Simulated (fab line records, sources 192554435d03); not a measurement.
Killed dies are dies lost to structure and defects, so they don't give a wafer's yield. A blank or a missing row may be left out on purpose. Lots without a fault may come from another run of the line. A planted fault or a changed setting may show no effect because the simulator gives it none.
A struck lot beside a sound one | flow n5_finfet | 14 steps out of a route of 1938
Sound: wafers L698.3, L698.4, L698.6. Struck: wafers L708.1, L708.2. The cause comes at the end.
At each step with rows: each side's tool, then ch and its chambers, then its first start. Under that, the readings that differ: sound wafers | struck wafers | difference of the means | sigmas: that difference in standard deviations of wafers without a fault.
alike: readings whose means differ by less than 2 such deviations, and words and numbers that are the same on both sides. not compared: withheld readings, readings that some wafer has no value for, bounds like >300 that may hide the same value, and numbers for which the record gives no deviation and whose values overlap.
The two part at a step that has a row with sigmas, a row that says differs or no value, or rows on one side only. Numbers that don't overlap but have no deviation are shown without sigmas and don't part them. A reading that every wafer of one side lacks parts them only if that side has two wafers or more.

N5_HKMG_FIN_STRIP_93: strips SOC in N2/H2, time 20 s.
  sound on rie_diel-01 ch 1,3, day 4 19:55; struck on rie_diel-01 ch 0,1, day 7 09:28
  alike: drypump_motor_current_A, n2_flow_sccm, oes_product_au, rf_vpp_V, showerhead_plenum_p_Torr, throttle_valve_pct
  not compared: rf_hours_counter_h
then, 1 step without rows for these wafers: N5_HKMG_FIN_WET_ETCH_76 (etches Al2O3 in dNH4OH, stops on La2O3, target depth 2.25 nm, rinse time 30 s).
N5_HKMG_FIN_STRIP_60: strips in N2/H2, time 360 s.
  sound on plasma_asher-02 ch 0,1, day 4 20:11; struck on plasma_asher-02 ch 0,1, day 7 09:37
  reading                | sound | struck  | difference                   | sigmas
  rf_hours_counter_h (h) | - - - | 102 102 | no value on the sound wafers |
  alike: drypump_motor_current_A, heater_power_w, n2_flow_sccm
then, 2 steps without rows for these wafers: N5_HKMG_FIN_WET_ETCH_77 (etches La2O3 in dHCl, stops on HfO2, target depth 2 nm); N5_HKMG_FIN_WET_ETCH_78 (etches Al2O3 in dNH4OH, stops on La2O3, target depth 4.5 nm, rinse time 30 s).
N5_HKMG_FIN_ALD_79: deposits TiN, target thk 1.5 nm, pulse time 1 s, purge time 3 s.
  sound on ald_metal-02 ch 0,1, day 4 20:34; struck on ald_metal-02 ch 0,3, day 7 10:07
  alike: heater_power_outer_w, heater_power_w, precursor_pulse_height_rel
  not compared: ald_cycles
N5_HKMG_FIN_CVD_62: deposits a-Si from Si2H6, target thk 3 nm, time 20.8 s.
  sound on thermal_cvd_si-02 ch 1,2, day 4 20:56; struck on thermal_cvd_si-02 ch 0,2, day 7 10:28
  alike: heater_power_outer_w, heater_power_w
then, 5 steps without rows for these wafers: N5_HKMG_FIN_RTA_80 (time 2 s); N5_HKMG_FIN_PRECLEAN_64 (cleans in dHF, time 30 s); N5_HKMG_FIN_WET_ETCH_65 (etches a-Si in TMAH, stops on TiN, time 49 s, target depth 3 nm); N5_HKMG_FIN_WET_ETCH_81 (etches TiN in SC1, stops on HfO2, time 57 s, target depth 6 nm); N5_HKMG_FIN_WET_ETCH_82 (etches La2O3 in dHCl, stops on HfO2, target depth 2 nm, rinse time 30 s).
N5_HKMG_FIN_ALD_36: deposits TiN, target thk 1 nm, pulse time 1 s, purge time 3 s.
  sound on ald_metal-03 ch 1,2,3, day 4 21:22; struck on ald_metal-02 ch 2,3, day 7 10:53
  reading                                  | sound    | struck  | difference | sigmas
  ald_cycles                               | 47 47 47 | 26 26   | -21        |
  model.TiN_of_HKMG_FIN_ALD_36.thk_nm (nm) | 1 1 1    | 0.6 0.6 | -0.4       |
  alike: heater_power_outer_w, heater_power_w, precursor_pulse_height_rel
N5_HKMG_FIN_THK_MEAS_70: measures by xrf.
  sound on film_metro-02, day 4 21:38; struck on film_metro-01, day 7 11:10
  alike: HK_THK

WHERE THEY PART
Only at N5_HKMG_FIN_STRIP_60, within this record. Later steps at which nothing parts them and some readings are alike: N5_HKMG_FIN_ALD_79, N5_HKMG_FIN_CVD_62, N5_HKMG_FIN_ALD_36, N5_HKMG_FIN_THK_MEAS_70.

WHY: what the simulator had put in
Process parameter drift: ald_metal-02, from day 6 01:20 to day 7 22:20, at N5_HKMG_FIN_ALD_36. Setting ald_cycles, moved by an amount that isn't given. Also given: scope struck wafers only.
